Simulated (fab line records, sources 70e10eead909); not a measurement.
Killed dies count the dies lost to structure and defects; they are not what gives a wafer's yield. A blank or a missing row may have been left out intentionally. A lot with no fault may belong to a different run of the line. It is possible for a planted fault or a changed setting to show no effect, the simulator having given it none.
Chamber matching    flow nand_harc    rie_diel-09 running NHARC_A_STAIRCASE_TRIM_196: 4 sister chambers
The step chemistry O2, time 211.2 s. 8 wafers are shown with their chamber, then 10 later ones without.

WAFERS PAIRED WITH THEIR CHAMBERS
wafer   chamber  showerhead_plenum_p_Torr (Torr)  oes_product_au (a.u.)
L077.2  2        3.50                             1.006
L082.1  0        3.51                             1.003
L082.6  0        3.51                             1.008
L083.5  2        3.49                             0.997
L084.1  3        3.27                             1.012
L084.5  1        3.78                             1.016
L086.1  3        3.26                             1.017
L086.3  1        3.78                             1.018

WAFERS WHOSE CHAMBER IS MISSING
wafer   showerhead_plenum_p_Torr (Torr)  oes_product_au (a.u.)
L086.4  3.49                             0.998
L092.1  3.50                             0.997
L092.2  3.80                             1.011
L092.6  3.80                             1.009
L093.2  3.50                             0.995
L093.3  3.80                             1.025
L093.6  3.77                             1.017
L094.4  3.77                             1.018
L094.5  3.77                             1.020
L094.6  3.50                             0.994

CHAMBER TAKEN BY EACH
wafer    from the rows above       in truth
L086.4   2                         2
L092.1   can't be placed: 2 or 0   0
L092.2   1                         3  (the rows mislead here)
L092.6   1                         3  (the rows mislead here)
L093.2   can't be placed: 2 or 0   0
L093.3   1                         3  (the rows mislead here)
L093.6   1                         1
L094.4   1                         1
L094.5   1                         1
L094.6   can't be placed: 2 or 0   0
Correct placement for 4 of the 10. Unplaceable from these rows: 3, with the true chamber sitting among the candidates in 3. Placed wrongly: 3.
How it was worked out, from the rows above alone: a wafer's distance from a chamber is the root of the sum, over the readings, of the square of ((its reading less the chamber's mean) divided by the reading's scatter). If the next closest chamber is less than 2 further off than the closest, the wafer can't be placed; otherwise it belongs to the closest. Each chamber's mean is taken over the wafers shown for it. How the scatter is found: for the shown wafers, subtract from each reading the mean of its chamber, square and add these, divide the total by (wafers less chambers), then take the root.
